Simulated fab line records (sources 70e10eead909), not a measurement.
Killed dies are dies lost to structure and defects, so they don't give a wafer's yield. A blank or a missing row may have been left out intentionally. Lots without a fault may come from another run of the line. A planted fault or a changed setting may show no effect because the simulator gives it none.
Chamber matching :: flow nandHarc :: NHARC_A_M1_CMP_23 on cmp-03: 4 sister chambers
The step polishes, t overpolish 20 s, target thk 154.34 nm. 14 wafers are shown with their chamber, then 6 later ones without.

## WAFERS WITH THEIR CHAMBER
wafer: L816.1
chamber: 3
motorCurrentA (A): 9.9
timeToEndpointS (s): 32.5

wafer: L816.3
chamber: 2
motorCurrentA (A): 11.1
timeToEndpointS (s): 26.9

wafer: L816.4
chamber: 1
motorCurrentA (A): 11.7
timeToEndpointS (s): 25.8

wafer: L818.2
chamber: 3
motorCurrentA (A): 10.4
timeToEndpointS (s): 30.2

wafer: L818.3
chamber: 0
motorCurrentA (A): 14.2
timeToEndpointS (s): 25.6

wafer: L818.5
chamber: 3
motorCurrentA (A): 10.4
timeToEndpointS (s): 29.4

wafer: L819.3
chamber: 1
motorCurrentA (A): 11.1
timeToEndpointS (s): 26.8

wafer: L819.5
chamber: 2
motorCurrentA (A): 11.0
timeToEndpointS (s): 32.7

wafer: L819.6
chamber: 1
motorCurrentA (A): 11.1
timeToEndpointS (s): 26.7

wafer: L820.2
chamber: 3
motorCurrentA (A): 10.0
timeToEndpointS (s): 30.5

wafer: L820.4
chamber: 1
motorCurrentA (A): 11.6
timeToEndpointS (s): 25.7

wafer: L820.5
chamber: 3
motorCurrentA (A): 10.7
timeToEndpointS (s): 33.3

wafer: L824.2
chamber: 2
motorCurrentA (A): 11.2
timeToEndpointS (s): 31.5

wafer: L824.5
chamber: 0
motorCurrentA (A): 14.6
timeToEndpointS (s): 26.6

SIGNATURES, as means of the wafers listed above
reading: motorCurrentA
chamber 0: 14.400
chamber 1: 11.375
chamber 2: 11.100
chamber 3: 10.280
scatter within a chamber: 0.289

reading: timeToEndpointS
chamber 0: 26.100
chamber 1: 26.250
chamber 2: 30.367
chamber 3: 31.180
scatter within a chamber: 1.76
Rule: distance of a wafer from a chamber = root of the sum over the readings of ((wafer's reading minus chamber's mean) / reading's scatter) squared. The wafer belongs to the nearest chamber; if the next one is less than 2 further off, it can't be placed. The scatter is the square root of a quotient: the sum, over the shown wafers, of each reading's squared deviation from its chamber's mean, divided by wafers minus chambers.

## WAFERS WITH NO CHAMBER GIVEN
wafer: L824.6
motorCurrentA (A): 10.1
timeToEndpointS (s): 33.6

wafer: L830.2
motorCurrentA (A): 10.8
timeToEndpointS (s): 28.2

wafer: L830.5
motorCurrentA (A): 10.5
timeToEndpointS (s): 18.5

wafer: L832.1
motorCurrentA (A): 11.1
timeToEndpointS (s): 28.3

wafer: L832.2
motorCurrentA (A): 14.0
timeToEndpointS (s): 23.8

wafer: L832.5
motorCurrentA (A): 10.8
timeToEndpointS (s): 21.3

## THE CHAMBER EACH PASSED THROUGH
wafer: L824.6
from the rows above: 3
in truth: 3

wafer: L830.2
from the rows above: can't be placed: 2 or 1 or 3
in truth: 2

wafer: L830.5
from the rows above: can't be placed: 1 or 2 or 3
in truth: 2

wafer: L832.1
from the rows above: can't be placed: 2 or 1
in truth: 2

wafer: L832.2
from the rows above: 0
in truth: 0

wafer: L832.5
from the rows above: can't be placed: 1 or 2
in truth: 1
2 of 6 placed correctly. These rows do not allow placing 4 (true chamber among the candidates in 4). Number placed wrongly: 0.
